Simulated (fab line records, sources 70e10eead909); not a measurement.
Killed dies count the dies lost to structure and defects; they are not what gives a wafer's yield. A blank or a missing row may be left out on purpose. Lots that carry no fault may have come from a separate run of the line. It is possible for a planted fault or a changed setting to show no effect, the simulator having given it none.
Matching of chambers    flow nand-harc    4 sister chambers for NHARC_A_BONDPAD_ETCH_34 on rie-diel-03
The step etches the open film in N2/H2, target depth 60 nm, overetch 18 nm, time 65.91 s. 45 wafers are shown with their chamber, then 12 later ones without.

## WAFERS, EACH WITH ITS CHAMBER
wafer   chamber  showerhead-plenum-p-Torr (Torr)  drypump-motor-current-A (A)  rf-vpp-V (V)
L076.3  3        2.17                             5.78                         434.0
L076.4  1        1.94                             5.23                         427.1
L076.5  0        2.07                             5.62                         432.5
L078.1  3        2.17                             5.74                         434.3
L078.2  0        2.07                             5.63                         430.5
L078.6  1        1.94                             5.24                         426.5
L075.2  1        1.94                             5.25                         427.5
L075.4  2        2.16                             5.65                         434.1
L075.6  3        2.16                             5.74                         434.5
L077.4  1        1.94                             5.22                         427.6
L077.5  0        2.07                             5.63                         430.7
L077.6  1        1.94                             5.22                         429.3
L080.1  3        2.16                             5.76                         433.6
L080.2  0        2.07                             5.60                         430.8
L080.6  2        2.16                             5.66                         434.4
L079.2  1        1.94                             5.22                         429.3
L079.4  3        2.16                             5.74                         434.0
L079.6  0        2.07                             5.64                         432.4
L083.1  1        1.94                             5.21                         428.4
L083.3  0        2.07                             5.64                         432.5
L083.5  0        2.07                             5.63                         432.4
L086.2  1        1.94                             5.24                         426.6
L086.4  2        2.16                             5.65                         433.2
L086.5  3        2.16                             5.75                         433.0
L085.1  2        2.16                             5.63                         434.5
L085.3  3        2.16                             5.75                         435.5
L085.5  2        2.16                             5.63                         433.5
L087.4  3        2.16                             5.78                         434.1
L087.5  0        2.07                             5.63                         431.5
L087.6  3        2.16                             5.73                         433.5
L091.3  1        1.94                             5.23                         429.1
L091.5  0        2.07                             5.60                         432.1
L091.6  1        1.94                             5.23                         428.4
L093.2  2        2.16                             5.65                         432.6
L093.4  1        1.94                             5.22                         427.5
L093.6  2        2.16                             5.66                         433.5
L088.3  1        1.94                             5.23                         428.0
L088.4  0        2.07                             5.56                         432.2
L088.6  2        2.16                             5.67                         434.5
L090.1  3        2.16                             5.73                         434.8
L090.2  0        2.07                             5.61                         432.5
L090.3  2        2.16                             5.65                         433.3
L092.1  0        2.07                             5.59                         432.7
L092.3  1        1.94                             5.22                         426.7
L092.4  2        2.16                             5.66                         434.1

SIGNATURES (averages over the wafers above)
reading                   chamber 0  chamber 1  chamber 2  chamber 3  scatter within a chamber
showerhead-plenum-p-Torr  2.0700     1.9400     2.1600     2.1620     0.00198
drypump-motor-current-A   5.6150     5.2277     5.6510     5.7500     0.0173
rf-vpp-V                  431.900    427.846    433.770    434.130    0.816
Rule: a wafer's distance from a chamber is the root of the sum, over the readings, of the square of ((its reading less the chamber's mean) divided by the reading's scatter). If the next closest chamber is less than 2 further off than the closest, the wafer can't be placed; otherwise it belongs to the closest. The scatter: take each reading less its chamber's mean, square it, sum over the shown wafers, divide by the number of wafers less the number of chambers, and take the root.

## WAFERS WITHOUT THEIR CHAMBER
wafer   showerhead-plenum-p-Torr (Torr)  drypump-motor-current-A (A)  rf-vpp-V (V)
L096.1  2.16                             5.66                         432.3
L096.3  2.16                             5.72                         435.3
L096.5  2.07                             5.62                         430.6
L094.1  2.16                             5.63                         433.7
L094.2  2.07                             5.64                         430.4
L094.5  2.16                             5.73                         433.6
L095.2  2.16                             5.65                         433.1
L095.4  1.94                             5.21                         426.8
L095.6  2.16                             5.66                         433.8
L097.1  1.94                             5.20                         428.3
L097.2  2.16                             5.65                         432.4
L097.3  2.07                             5.60                         431.0

## WHICH CHAMBER EACH ONE RAN IN
wafer   from the rows above      in truth
L096.1  2                        2
L096.3  can't be placed: 3 or 2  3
L096.5  0                        0
L094.1  2                        2
L094.2  0                        0
L094.5  3                        3
L095.2  2                        2
L095.4  1                        1
L095.6  2                        2
L097.1  1                        1
L097.2  2                        2
L097.3  0                        0
Placed correctly: 11 of 12. Can't be placed from these rows: 1 (the true chamber is among the candidates in 1). 0 placed wrongly.
